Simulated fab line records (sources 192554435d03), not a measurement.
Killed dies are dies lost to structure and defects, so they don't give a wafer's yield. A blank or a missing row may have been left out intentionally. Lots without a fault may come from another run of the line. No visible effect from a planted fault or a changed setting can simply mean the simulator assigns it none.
fab line records	flow n5-finfet
record lots=7	wafers=39
route steps=1938 shown SD_EPI_N@273 GATE_CUT@510 BEOL_M0@721 BEOL_M2@841 BEOL_M3@981 BEOL_M5@1160
start-h: start of the lot's first displayed wafer, in hours after the record's first day	wait-h: hours from the lot's prior step to this one	" identical to the entry in the row above	L1.1+2: a single row standing in for several wafers	- no value present, or no start provided	* or withheld: withheld	< > ~ a bound
route shown NAME@n: a module of which the file shows steps, and the number in the route of the first	usual: the fault-free wafers' mean and standard deviation	same: alike in all rows	chamber/n: place in a boat	sites: each site's reading	_std_site: how widely they spread, as a standard deviation	_edge_site: inner sites' mean taken away from outer sites' mean	radius-mm: for every site, how far away it sits from the centre of the wafer	mask NAME#n: copy n	behind: the tool/chamber that last shaped the wafer	hold: why the lot was held/for how many hours/how that ended	device: the n, p or np transistor that did not switch	end of line: the same wafers' tests at the end of the route	where a step has no rows: the recipe by itself	killed: at the first sort, the dies lost to defects and structure; wafer yield is something else	map: shows each die of a wafer: x if killed, . if not, _ if none is there
set.NAME: the setting the step ran with; set.NAME@STEP: the setting that earlier step ran with	model.NAME: the simulator's own value behind a step, which no gauge read
lots run with intentionally changed settings; tables by step, rows by wafer
## steps
# step N5_SD_EPI_N_DESCUM_14
# recipe chemistry=O2	time-s=7.9	source-power-w=50	bias-power-w=20	pressure-mtorr=20	rf-frequency-hz=2.712e+07	temp-c=40	resist=CAR-ArF-block	o2-flow-sccm=225
lot.wafer	tool	chamber	start-h	wait-h	set.time-s	model.CAR-ArF-block_of_SD_EPI_N_COAT_03.thk-nm
L077.1+3	rie-diel-02	3,1	68.74	0.0	7.9	143.6
L077.2+5	"	2,3	"	"	5.687	144.8
L077.4	"	0	"	"	5.687	145
L077.6	"	0	"	"	7.9	143.4
L078.1+3+6	rie-diel-03	0,1,1	72.65	0.0	11.52	141.4
L078.2+5	"	2	"	"	7.9	144.2
L078.4	"	3	"	"	7.9	143.6
L085.1	rie-diel-03	2	119.65	0.0	7.9	142.6
L085.2+3+4	"	1,0,3	"	"	10.87	141
L085.5	"	3	"	"	7.9	143
L085.6	"	0	"	"	7.9	142.8
L086.1+3	rie-diel-03	1,3	130.83	0.0	9.889	143.2
L086.2	"	0	"	"	7.9	144.4
L086.4	"	2	"	"	9.889	143.4
L086.5+6	"	3,0	"	"	7.9	144.6
L092.1+4	rie-diel-03	3,0	156.35	0.0	7.9	143.4
L092.2	"	1	"	"	7.9	143.8
L092.3	"	2	"	"	7.9	144.2
L092.5+6	"	3,2	"	"	7.9	143.6
L093.3	rie-diel-02	3	162.73	0.0	7.9	143.4
L093.4	"	0	"	"	7.9	144
L093.5	"	2	"	"	7.9	143.2
L096.1+5	rie-diel-03	2	181.75	0.6	7.9	143.2
L096.2	"	3	"	"	11.89	140.8
L096.3	"	1	"	"	11.89	140.6
L096.4	"	0	"	"	11.89	140.4
L096.6	"	3	"	"	7.9	143
# step N5_GATE_CUT_ALD_22
# recipe material=SiNx	target-thk-a=160	temp-c=400	ald-precursor-family=SiH2I2	ald-co-reactant=N2/H2-plasma	pulse-time-s=1	ald-cycles=320	purge-time-s=2	co-reactant-purge-time-s=2	pressure-torr=2
lot.wafer	tool	chamber	start-h	wait-h	set.ald-cycles	model.SiNx_of_GATE_CUT_ALD_22.thk-nm
L077.1+3+5	ald-sin-04	2,0,1	105.51	0.0	320	16
L077.2+4+6	"	1,3,0	"	"	253	12.6
L078.1+2+3+4+5+6	ald-sin-03	3,2,0,3,0,2	109.78	0.0	320	16
L085.1+2+3+4+6	ald-sin-03	2,1,0,3,2	155.41	0.2	320	16
L085.5	"	1	"	"	320	15.8
L086.1+3+5	ald-sin-02	2,3,3	167.62	0.5	320	16.2
L086.2+4+6	"	0,0,2	"	"	320	16
L092.1+4+6	ald-sin-02	1,2,0	197.56	0.0	192	9.6
L092.2+5	"	0,3	"	"	320	16
L092.3	"	3	"	"	320	16.2
L093.3+4+5	ald-sin-02	2,0,2	203.07	0.0	320	16
L096.1+2+4	ald-sin-02	1,3,0	218.10	0.0	320	16
L096.3	"	2	"	"	177	8.8
L096.5+6	"	1,0	"	"	177	8.6
# step N5_BEOL_M0_TRENCH_ETCH_107
# recipe chemistry=C4F6/O2	target-depth-a=328	target=SiOC	time-s=16.4	ion-energy-ev=250	pressure-mtorr=30	source-w=355	bias-w=185	Ar_flow_sccm=300	C4F6_flow_sccm=10	O2_flow_sccm=10
lot.wafer	tool	chamber	start-h	wait-h	set.target-depth-a	model.BEOL_M0.feature-depth-nm
L077.1	rie-diel-03	1	138.70	0.0	328	32.4
L077.2	"	3	"	"	328	32.6
L077.3	"	2	"	"	420.2	40.4
L077.4	"	0	"	"	328	32.2
L077.5+6	"	0,1	"	"	420.2	41.6
L078.1	rie-diel-04	3	144.27	0.0	328	34
L078.2	"	2	"	"	273.4	27
L078.3	"	1	"	"	273.4	27.8
L078.4	"	0	"	"	328	33.2
L078.5	"	3	"	"	273.4	28
L078.6	"	2	"	"	328	32.4
L085.1	rie-diel-03	3	244.02	0.0	328	32.8
L085.2	"	1	"	"	328	31.6
L085.3	"	2	"	"	328	31.2
L085.4	"	2	"	"	468.3	44.6
L085.5	"	3	"	"	468.3	46.2
L085.6	"	1	"	"	468.3	45.4
L092.1	rie-diel-02	2	248.29	0.0	158.2	16.8
L092.2	"	0	"	"	328	32.8
L092.3	"	1	"	"	328	33.2
L092.4	"	3	"	"	328	32.6
L092.5	"	0	"	"	158.2	16
L092.6	"	3	"	"	158.2	15.8
L093.3+4	rie-diel-04	1,0	249.19	0.0	328	33.2
L093.5	"	2	"	"	328	32.8
L086.1	rie-diel-03	2	250.09	0.0	328	31.2
L086.2+5	"	1	"	"	328	32
L086.3	"	3	"	"	328	32.8
L086.4	"	3	"	"	328	32.6
L086.6	"	2	"	"	328	31.4
L096.1+3	rie-diel-04	1,2	250.29	0.0	328	33
L096.2	"	0	"	"	328	33.4
L096.4	"	3	"	"	328	33.6
L096.5+6	"	1,0	"	"	328	33.2
# step N5_BEOL_M0_STRIP_142
# recipe chemistry=N2/H2	time-s=10	power-w=450	temp-c=40	pressure-mtorr=20	rf-frequency-hz=6e+07	bias-power-w=7	n2-flow-sccm=200	h2-flow-sccm=200
# step N5_BEOL_M0_OCD_MEAS_108
# usual trench-depth-nm=32.7/0.86
lot.wafer	tool	chamber	start-h	wait-h	set.target-depth-a@BEOL_M0_TRENCH_ETCH_107	trench-depth-nm
L077.1	ocd-01	-	138.80	0.1	328	32.6
L077.2	"	-	"	"	328	32.6
L077.3	"	-	"	"	420.2	40.1
L077.4	"	-	"	"	328	32.4
L077.5	"	-	"	"	420.2	41.8
L077.6	"	-	"	"	420.2	41.3
L078.1	ocd-02	-	144.38	0.1	328	33.9
L078.2	"	-	"	"	273.4	27.3
L078.3	"	-	"	"	273.4	27.6
L078.4	"	-	"	"	328	33.8
L078.5	"	-	"	"	273.4	27.9
L078.6	"	-	"	"	328	32.8
L085.1	ocd-01	-	244.12	0.1	328	32.8
L085.2	"	-	"	"	328	31.9
L085.3	"	-	"	"	328	30.9
L085.4	"	-	"	"	468.3	44.3
L085.5	"	-	"	"	468.3	46.1
L085.6	"	-	"	"	468.3	45.8
L092.1	ocd-02	-	248.39	0.1	158.2	17.0
L092.2	"	-	"	"	328	32.8
L092.3	"	-	"	"	328	32.9
L092.4	"	-	"	"	328	32.6
L092.5	"	-	"	"	158.2	16.2
L092.6	"	-	"	"	158.2	15.9
L093.3	ocd-01	-	249.31	0.1	328	33.3
L093.4	"	-	"	"	328	32.8
L093.5	"	-	"	"	328	33.2
L086.1	ocd-02	-	250.20	0.1	328	30.6
L086.2	"	-	"	"	328	31.7
L086.3	"	-	"	"	328	32.2
L086.4	"	-	"	"	328	32.9
L086.5	"	-	"	"	328	31.4
L086.6	"	-	"	"	328	31.2
L096.1	ocd-02	-	250.39	0.1	328	32.6
L096.2	"	-	"	"	328	33.4
L096.3	"	-	"	"	328	32.5
L096.4	"	-	"	"	328	33.5
L096.5	"	-	"	"	328	32.4
L096.6	"	-	"	"	328	33.2
# step N5_BEOL_M2_ILD_DEP_00
# recipe material=SiOC	target-thk-a=790	temp-c=350	precursor=DEMS/O2	pressure-torr=5	rf-w=500	time-s=15.3
lot.wafer	tool	chamber	start-h	wait-h	set.time-s	model.SiOC_of_BEOL_M2_ILD_DEP_00.thk-nm
L077.1	pecvd-02	2	151.40	0.0	15.3	77.4
L077.2	"	0	"	"	15.3	76.8
L077.3+4	"	1	"	"	15.3	80
L077.5+6	"	2,0	"	"	15.3	79.4
L078.1	pecvd-02	2	156.59	0.0	15.3	78
L078.2	"	0	"	"	21.71	111
L078.3	"	1	"	"	15.3	79.6
L078.4	"	1	"	"	21.71	112.8
L078.5	"	2	"	"	15.3	79.8
L078.6	"	0	"	"	21.71	112.6
L085.1	pecvd-02	1	253.91	0.0	15.3	79.6
L085.2	"	2	"	"	15.3	77.8
L085.3	"	0	"	"	10.81	54.4
L085.4	"	1	"	"	15.3	80
L085.5	"	2	"	"	10.81	55.4
L085.6	"	0	"	"	10.81	56
L092.1	pecvd-02	1	260.44	0.0	15.3	78.4
L092.2	"	0	"	"	15.3	76
L092.3	"	2	"	"	10.56	53.2
L092.4	"	2	"	"	10.56	53.8
L092.5	"	1	"	"	10.56	54.4
L092.6	"	0	"	"	15.3	77.6
L093.3	pecvd-03	2	263.72	0.0	15.3	78.2
L093.4	"	1	"	"	15.3	80.8
L093.5	"	0	"	"	15.3	79.6
L086.1	pecvd-04	0	266.70	0.0	15.3	78.8
L086.2	"	1	"	"	15.3	78.2
L086.3	"	2	"	"	15.3	77
L086.4	"	0	"	"	15.3	80.4
L086.5	"	2	"	"	15.3	79.6
L086.6	"	1	"	"	15.3	79.2
L096.1	pecvd-03	0	266.87	0.0	15.3	79.4
L096.2	"	1	"	"	15.3	80
L096.3	"	2	"	"	12.6	64.4
L096.4	"	2	"	"	12.6	67.4
L096.5	"	1	"	"	15.3	81
L096.6	"	0	"	"	12.6	66.8
# step N5_BEOL_M2_THK_MEAS_01
# recipe reads=SiOC_of_BEOL_M2_ILD_DEP_00
# usual M2_ILD_THK=78.8/1.1
lot.wafer	tool	chamber	start-h	wait-h	set.time-s@BEOL_M2_ILD_DEP_00	M2_ILD_THK[nm]
L077.1	film-metro-01	-	151.47	0.0	15.3	77.3
L077.2	"	-	"	"	15.3	76.9
L077.3	"	-	"	"	15.3	80.0
L077.4	"	-	"	"	15.3	80.1
L077.5	"	-	"	"	15.3	79.6
L077.6	"	-	"	"	15.3	79.4
L078.1	film-metro-02	-	156.66	0.0	15.3	78.0
L078.2	"	-	"	"	21.71	111.0
L078.3	"	-	"	"	15.3	79.5
L078.4	"	-	"	"	21.71	112.9
L078.5	"	-	"	"	15.3	79.8
L078.6	"	-	"	"	21.71	112.6
L085.1	film-metro-01	-	253.98	0.0	15.3	79.5
L085.2	"	-	"	"	15.3	77.8
L085.3	"	-	"	"	10.81	54.4
L085.4	"	-	"	"	15.3	80.0
L085.5	"	-	"	"	10.81	55.5
L085.6	"	-	"	"	10.81	55.9
L092.1	film-metro-01	-	260.51	0.0	15.3	78.4
L092.2	"	-	"	"	15.3	76.0
L092.3	"	-	"	"	10.56	53.2
L092.4	"	-	"	"	10.56	53.8
L092.5	"	-	"	"	10.56	54.5
L092.6	"	-	"	"	15.3	77.5
L093.3	film-metro-02	-	263.79	0.1	15.3	78.2
L093.4	"	-	"	"	15.3	80.9
L093.5	"	-	"	"	15.3	79.7
L086.1	film-metro-02	-	266.77	0.0	15.3	78.8
L086.2	"	-	"	"	15.3	78.2
L086.3	"	-	"	"	15.3	77.0
L086.4	"	-	"	"	15.3	80.3
L086.5	"	-	"	"	15.3	79.5
L086.6	"	-	"	"	15.3	79.3
L096.1	film-metro-01	-	266.94	0.0	15.3	79.4
L096.2	"	-	"	"	15.3	80.1
L096.3	"	-	"	"	12.6	64.5
L096.4	"	-	"	"	12.6	67.4
L096.5	"	-	"	"	15.3	81.0
L096.6	"	-	"	"	12.6	66.7
# step N5_BEOL_M3_ETCH_41
# recipe chemistry=CH3F/O2	target=SiCN	target-depth-a=299	taper-deg=2	time-s=52.5	ion-energy-ev=120	mask-material=TiN	pressure-mtorr=30	source-w=395	bias-w=75	Ar_flow_sccm=150	CH3F_flow_sccm=30	O2_flow_sccm=20
lot.wafer	tool	chamber	start-h	wait-h	set.target-depth-a	model.etch.depth-nm
L077.1	rie-diel-06	2	-	-	434.6	29.42
L077.2	"	1	"	"	299	19.25
L077.3	"	3	"	"	434.6	29.22
L077.4	"	0	"	"	434.6	28.97
L077.5	"	0	"	"	299	19.95
L077.6	"	3	"	"	299	19.88
L078.1	rie-diel-05	0	-	-	299	19.95
L078.2	"	3	"	"	347.6	23.26
L078.3	"	1	"	"	299	19.49
L078.4	"	3	"	"	299	19.91
L078.5	"	0	"	"	347.6	23.22
L078.6	"	1	"	"	347.6	22.64
L085.1	rie-diel-06	3	-	-	121.8	8.105
L085.2	"	2	"	"	121.8	8.187
L085.3	"	1	"	"	299	19.13
L085.4	"	0	"	"	299	19.98
L085.5	"	0	"	"	299	19.79
L085.6	"	1	"	"	121.8	7.853
L092.1	rie-diel-01	1	-	-	468.2	32.61
L092.2	"	2	"	"	299	19.62
L092.3	"	0	"	"	468.2	31.25
L092.4	"	1	"	"	299	20.95
L092.5	"	2	"	"	468.2	30.6
L092.6	"	0	"	"	299	19.95
L093.3+4	rie-diel-01	0,2	-	-	299	19.74
L093.5	"	0	"	"	299	19.81
L096.1	rie-diel-05	1	-	-	299	19.26
L096.2	"	2	"	"	299	19.51
L096.3	"	3	"	"	463.3	31.19
L096.4	"	0	"	"	463.3	30.73
L096.5	"	2	"	"	463.3	29.92
L096.6	"	3	"	"	299	19.82
L086.1	rie-diel-01	3	-	-	299	20.19
L086.2	"	0	"	"	299	19.8
L086.3	"	2	"	"	413.2	26.81
L086.4	"	2	"	"	413.2	26.73
L086.5	"	0	"	"	299	19.82
L086.6	"	3	"	"	413.2	28.06
# step N5_BEOL_M5_TRENCH_ETCH_37
# recipe chemistry=C4F6/O2	target-depth-a=716.52	target=SiCOH_lowk	time-s=24.7	ion-energy-ev=250	pressure-mtorr=30	source-w=345	bias-w=185	Ar_flow_sccm=300	C4F6_flow_sccm=10	O2_flow_sccm=10
lot.wafer	tool	chamber	start-h	wait-h	set.target-depth-a	model.BEOL_M5.feature-depth-nm	model.etch.depth-nm	model.TiN_of_BEOL_M5_HM_DEP_02.thk-nm
L077.1	rie-diel-01	3	-	-	993.6	98.2	98.14	17.2
L077.2	"	1	"	"	716.52	71.6	71.6	18
L077.3	"	0	"	"	993.6	98.8	98.8	17
L077.4	"	2	"	"	716.52	70.4	70.47	18
L077.5	"	2	"	"	716.52	70.8	70.72	18.2
L077.6	"	1	"	"	993.6	99.4	99.4	17.2
L078.1	rie-diel-05	2	-	-	864.1	83.6	83.68	17.8
L078.2	"	3	"	"	716.52	71	71.07	18
L078.3	"	1	"	"	864.1	83	82.93	17.8
L078.4	"	0	"	"	716.52	71.4	71.45	18
L078.5	"	0	"	"	716.52	71.4	71.47	18
L078.6	"	3	"	"	864.1	85.4	85.45	17.4
L085.1	rie-diel-05	1	-	-	599.6	58.2	58.29	18.6
L085.2	"	3	"	"	716.52	71.4	71.38	18.2
L085.3	"	2	"	"	716.52	70	70.1	18.2
L085.4	"	0	"	"	716.52	71.8	71.72	18.2
L085.5	"	0	"	"	599.6	60	59.97	18.4
L085.6	"	1	"	"	599.6	58.2	58.21	18.6
L092.1	rie-diel-05	2	-	-	716.52	69.8	69.78	18
L092.2	"	1	"	"	716.52	69.6	69.55	17.8
L092.3	"	3	"	"	716.52	71.8	71.86	17.6
L092.4	"	0	"	"	716.52	72	72.09	17.6
L092.5	"	2	"	"	716.52	70	69.93	18
L092.6	"	1	"	"	716.52	69.8	69.73	17.6
L096.1	rie-diel-01	3	-	-	480.1	48.6	48.62	19
L096.2	"	2	"	"	716.52	70.2	70.12	18.2
L096.3	"	0	"	"	716.52	71.2	71.11	18.2
L096.4	"	1	"	"	480.1	49.6	49.52	18.8
L096.5	"	1	"	"	480.1	49.6	49.57	18.8
L096.6	"	0	"	"	716.52	72	71.97	18.2
L093.3	rie-diel-06	3	-	-	716.52	70.6	70.6	18.2
L093.4	"	0	"	"	716.52	70.2	70.24	18
L093.5	"	0	"	"	716.52	70.6	70.67	18.2
L086.1	rie-diel-06	3	-	-	909.4	90	89.95	17.6
L086.2	"	1	"	"	716.52	69.2	69.12	18.4
L086.3	"	0	"	"	716.52	71	70.97	18.2
L086.4	"	2	"	"	909.4	91.8	91.73	17.6
L086.5	"	2	"	"	716.52	72	71.92	18
L086.6	"	1	"	"	909.4	88	88.05	17.8
# step N5_BEOL_M5_ETCH_41
# recipe chemistry=CH3F/O2	target=SiCN	target-depth-a=315	taper-deg=2	time-s=56.7	ion-energy-ev=120	mask-material=TiN	pressure-mtorr=30	source-w=395	bias-w=75	Ar_flow_sccm=150	CH3F_flow_sccm=30	O2_flow_sccm=20
# step N5_BEOL_M5_STRIP_91
# recipe chemistry=N2/H2	time-s=10	power-w=450	temp-c=40	pressure-mtorr=20	rf-frequency-hz=6e+07	bias-power-w=7	n2-flow-sccm=200	h2-flow-sccm=200
# step N5_BEOL_M5_OCD_MEAS_38
# usual trench-depth-nm=70.9/1.2
lot.wafer	tool	chamber	start-h	wait-h	set.target-depth-a@BEOL_M5_TRENCH_ETCH_37	trench-depth-nm
L077.1	ocd-01	-	188.24	-	993.6	98.0
L077.2	"	-	"	"	716.52	71.7
L077.3	"	-	"	"	993.6	98.5
L077.4	"	-	"	"	716.52	70.4
L077.5	"	-	"	"	716.52	71.3
L077.6	"	-	"	"	993.6	99.3
L078.1	ocd-02	-	191.17	-	864.1	83.5
L078.2	"	-	"	"	716.52	71.2
L078.3	"	-	"	"	864.1	83.5
L078.4	"	-	"	"	716.52	71.4
L078.5	"	-	"	"	716.52	71.0
L078.6	"	-	"	"	864.1	85.4
L085.1	ocd-02	-	301.71	-	599.6	58.6
L085.2	"	-	"	"	716.52	70.8
L085.3	"	-	"	"	716.52	70.1
L085.4	"	-	"	"	716.52	71.2
L085.5	"	-	"	"	599.6	59.8
L085.6	"	-	"	"	599.6	58.3
L092.1	ocd-01	-	312.05	-	716.52	69.7
L092.2	"	-	"	"	716.52	69.7
L092.3	"	-	"	"	716.52	71.9
L092.4	"	-	"	"	716.52	72.1
L092.5	"	-	"	"	716.52	69.7
L092.6	"	-	"	"	716.52	69.8
L096.1	ocd-01	-	328.45	-	480.1	48.2
L096.2	"	-	"	"	716.52	69.7
L096.3	"	-	"	"	716.52	71.1
L096.4	"	-	"	"	480.1	49.5
L096.5	"	-	"	"	480.1	49.5
L096.6	"	-	"	"	716.52	72.0
L093.3	ocd-02	-	328.79	-	716.52	70.6
L093.4	"	-	"	"	716.52	70.3
L093.5	"	-	"	"	716.52	70.6
L086.1	ocd-01	-	335.78	-	909.4	90.0
L086.2	"	-	"	"	716.52	68.6
L086.3	"	-	"	"	716.52	70.4
L086.4	"	-	"	"	909.4	91.4
L086.5	"	-	"	"	716.52	72.2
L086.6	"	-	"	"	909.4	88.0
# step N5_BEOL_M5_HM_STRIP_39
# recipe chemistry=peroxide-tin-strip	material=TiN	target-depth-a=250	temp-c=50	time-s=158
# step N5_BEOL_M5_SRD_40
# recipe time-s=30	temp-c=23	rinse-liquid=diw	dry=ipa-marangoni
# step N5_BEOL_M5_ECD_50
# recipe material=Cu	target-thk-a=3000
# step N5_BEOL_M5_ANNEAL_51
# recipe temp-c=225	time-s=90	ambient=N2
# step N5_BEOL_M5_CMP_52
# recipe stop-on=SiCOH_lowk	t-overpolish-s=6.9	down-force-psi=1	platen-rpm=50	clearing-platen-down-force-psi=1.5	clearing-platen-rpm=50	post-cmp-clean=cu-alkaline	target-thk-nm=62	clearing-platen-pad-velocity-m-s=0.99484	pad-velocity-m-s=0.99484
lot.wafer	tool	chamber	start-h	wait-h	set.target-depth-a@BEOL_M5_TRENCH_ETCH_37	model.Cu_of_BEOL_M5_ECD_50.thk-nm
L077.1	cmp-02	1	194.63	0.5	993.6	89.2
L077.2	"	2	"	"	716.52	63.2
L077.4	"	3	"	"	716.52	61.4
L077.3	"	0	"	"	993.6	88.2
L077.6	"	1	"	"	993.6	90
L077.5	"	2	"	"	716.52	60.6
L078.2	cmp-04	1	197.11	0.2	716.52	61.4
L078.3	"	2	"	"	864.1	73.6
L078.4	"	3	"	"	716.52	61.2
L078.1	"	0	"	"	864.1	72.8
L078.5	"	1	"	"	716.52	62.8
L078.6	"	2	"	"	864.1	77.2
L085.4	cmp-04	2	308.54	0.1	716.52	61.6
L085.2	"	3	"	"	716.52	59.6
L085.3	"	0	"	"	716.52	59.8
L085.1+6	"	1,3	"	"	599.6	47.2
L085.5	"	2	"	"	599.6	50
L092.1	cmp-01	3	318.42	0.3	716.52	60.8
L092.2	"	0	"	"	716.52	61.6
L092.3	"	1	"	"	716.52	62.8
L092.4	"	2	"	"	716.52	63
L092.5	"	3	"	"	716.52	60.4
L092.6	"	0	"	"	716.52	61.8
L093.4	cmp-04	1	334.97	0.1	716.52	62.6
L093.3	"	0	"	"	716.52	62.2
L093.5	"	1	"	"	716.52	63.4
L096.4	cmp-02	2	338.25	0.1	480.1	39.6
L096.3	"	3	"	"	716.52	61
L096.2	"	0	"	"	716.52	59.8
L096.1	"	1	"	"	480.1	38.6
L096.5	"	2	"	"	480.1	40.2
L096.6	"	3	"	"	716.52	59.6
L086.4	cmp-04	2	345.68	0.1	909.4	84.8
L086.2	"	3	"	"	716.52	59.4
L086.1	"	0	"	"	909.4	80.2
L086.3	"	1	"	"	716.52	61
L086.5	"	2	"	"	716.52	63
L086.6	"	3	"	"	909.4	78.2
# step N5_BEOL_M5_THK_MEAS_53
# recipe thk-meas-gauge=xrf	reads=Cu_of_BEOL_M5_ECD_50
# usual M5_THK=61.4/1.5
lot.wafer	tool	chamber	start-h	wait-h	set.target-depth-a@BEOL_M5_TRENCH_ETCH_37	M5_THK[nm]
L077.1	film-metro-01	-	194.92	-	993.6	89.0
L077.2	"	-	"	"	716.52	63.2
L077.3	"	-	"	"	993.6	88.4
L077.4	"	-	"	"	716.52	61.2
L077.5	"	-	"	"	716.52	60.6
L077.6	"	-	"	"	993.6	89.5
L078.1	film-metro-01	-	197.41	-	864.1	72.8
L078.2	"	-	"	"	716.52	61.4
L078.3	"	-	"	"	864.1	73.7
L078.4	"	-	"	"	716.52	61.5
L078.5	"	-	"	"	716.52	62.9
L078.6	"	-	"	"	864.1	77.1
L085.1	film-metro-02	-	308.83	-	599.6	47.5
L085.2	"	-	"	"	716.52	60.0
L085.3	"	-	"	"	716.52	60.0
L085.4	"	-	"	"	716.52	62.0
L085.5	"	-	"	"	599.6	50.4
L085.6	"	-	"	"	599.6	47.4
L092.1	film-metro-02	-	318.72	-	716.52	61.5
L092.2	"	-	"	"	716.52	62.2
L092.3	"	-	"	"	716.52	63.7
L092.4	"	-	"	"	716.52	63.8
L092.5	"	-	"	"	716.52	61.0
L092.6	"	-	"	"	716.52	62.5
L093.3	film-metro-01	-	335.27	-	716.52	62.5
L093.4	"	-	"	"	716.52	63.0
L093.5	"	-	"	"	716.52	63.9
L096.1	film-metro-02	-	338.54	-	480.1	38.6
L096.2	"	-	"	"	716.52	59.6
L096.3	"	-	"	"	716.52	60.6
L096.4	"	-	"	"	480.1	39.4
L096.5	"	-	"	"	480.1	40.1
L096.6	"	-	"	"	716.52	59.4
L086.1	film-metro-02	-	345.98	-	909.4	80.2
L086.2	"	-	"	"	716.52	59.6
L086.3	"	-	"	"	716.52	61.1
L086.4	"	-	"	"	909.4	85.1
L086.5	"	-	"	"	716.52	62.9
L086.6	"	-	"	"	909.4	78.6
## key
split step=N5_SD_EPI_N_DESCUM_14	setting=time-s	stated=7.9	by=wafer
response step=N5_SD_EPI_N_DESCUM_14	reading=model.CAR-ArF-block_of_SD_EPI_N_COAT_03.thk-nm	change=-0.0513	per=1%	r=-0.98
split step=N5_GATE_CUT_ALD_22	setting=ald-cycles	stated=320	by=wafer
response step=N5_GATE_CUT_ALD_22	reading=model.SiNx_of_GATE_CUT_ALD_22.thk-nm	change=+0.163	per=1%	r=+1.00
split step=N5_BEOL_M0_TRENCH_ETCH_107	setting=target-depth-a	stated=328	by=wafer
response step=N5_BEOL_M0_TRENCH_ETCH_107	reading=model.BEOL_M0.feature-depth-nm	change=+0.32	per=1%	r=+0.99
response step=N5_BEOL_M0_OCD_MEAS_108	reading=trench-depth-nm	change=+0.316	per=1%	r=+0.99
split step=N5_BEOL_M2_ILD_DEP_00	setting=time-s	stated=15.3	by=wafer
response step=N5_BEOL_M2_ILD_DEP_00	reading=model.SiOC_of_BEOL_M2_ILD_DEP_00.thk-nm	change=+0.787	per=1%	r=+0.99
response step=N5_BEOL_M2_THK_MEAS_01	reading=M2_ILD_THK	change=+0.786	per=1%	r=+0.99
split step=N5_BEOL_M3_ETCH_41	setting=target-depth-a	stated=299	by=wafer
response step=N5_BEOL_M3_ETCH_41	reading=model.etch.depth-nm	change=+0.2	per=1%	r=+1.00
split step=N5_BEOL_M5_TRENCH_ETCH_37	setting=target-depth-a	stated=716.52	by=wafer
response step=N5_BEOL_M5_TRENCH_ETCH_37	reading=model.BEOL_M5.feature-depth-nm	change=+0.695	per=1%	r=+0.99
response step=N5_BEOL_M5_TRENCH_ETCH_37	reading=model.etch.depth-nm	change=+0.694	per=1%	r=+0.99
response step=N5_BEOL_M5_TRENCH_ETCH_37	reading=model.TiN_of_BEOL_M5_HM_DEP_02.thk-nm	change=-0.0212	per=1%	r=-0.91
response step=N5_BEOL_M5_OCD_MEAS_38	reading=trench-depth-nm	change=+0.691	per=1%	r=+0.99
response step=N5_BEOL_M5_CMP_52	reading=model.Cu_of_BEOL_M5_ECD_50.thk-nm	change=+0.685	per=1%	r=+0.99
response step=N5_BEOL_M5_THK_MEAS_53	reading=M5_THK	change=+0.683	per=1%	r=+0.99
